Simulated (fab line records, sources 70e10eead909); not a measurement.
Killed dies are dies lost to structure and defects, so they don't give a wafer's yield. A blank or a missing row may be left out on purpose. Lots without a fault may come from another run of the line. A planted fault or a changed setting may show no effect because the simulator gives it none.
Chamber matching | flow nand_harc | NHARC_P_M2_DEP_33 on pecvd-02: 3 sister chambers
The step deposits SiCN, target thk 30 nm. 3 wafers are shown with their chamber, then 10 later ones without.

WAFERS WITH THEIR CHAMBER
wafer  | chamber | heater_power_w (W)
L091.5 | 2       | 710
L093.2 | 0       | 626
L093.4 | 1       | 622

WAFERS WITHOUT THEIR CHAMBER
wafer  | heater_power_w (W)
L093.6 | 643
L092.1 | 522
L092.3 | 558
L092.4 | 548
L094.1 | 718
L094.2 | 595
L094.5 | 715
L096.1 | 615
L096.3 | 666
L096.5 | 616

WHICH CHAMBER EACH WENT THROUGH
wafer  | from the rows above          | in truth
L093.6 | can't be placed: 0 or 1 or 2 | 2
L092.1 | can't be placed: 1 or 0 or 2 | 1
L092.3 | can't be placed: 1 or 0 or 2 | 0
L092.4 | can't be placed: 1 or 0 or 2 | 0
L094.1 | can't be placed: 2 or 0 or 1 | 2
L094.2 | can't be placed: 1 or 0 or 2 | 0
L094.5 | can't be placed: 2 or 0 or 1 | 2
L096.1 | can't be placed: 1 or 0 or 2 | 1
L096.3 | can't be placed: 0 or 1 or 2 | 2
L096.5 | can't be placed: 1 or 0 or 2 | 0
Placed correctly: 0 of 10. Can't be placed from these rows: 10 (the true chamber is among the candidates in 10). Placed wrongly: 0.
How it was worked out, from the rows above alone: a wafer's distance from a chamber is the root of the sum, over the readings, of the square of ((its reading less the chamber's mean) divided by the reading's scatter). The wafer belongs to the nearest chamber; if the next one is less than 2 further off, it can't be placed. A chamber's mean is the mean of its shown wafers. The scatter: with one shown wafer a chamber, the root of the mean of the squares of how far each hidden wafer lies from its nearest shown one.
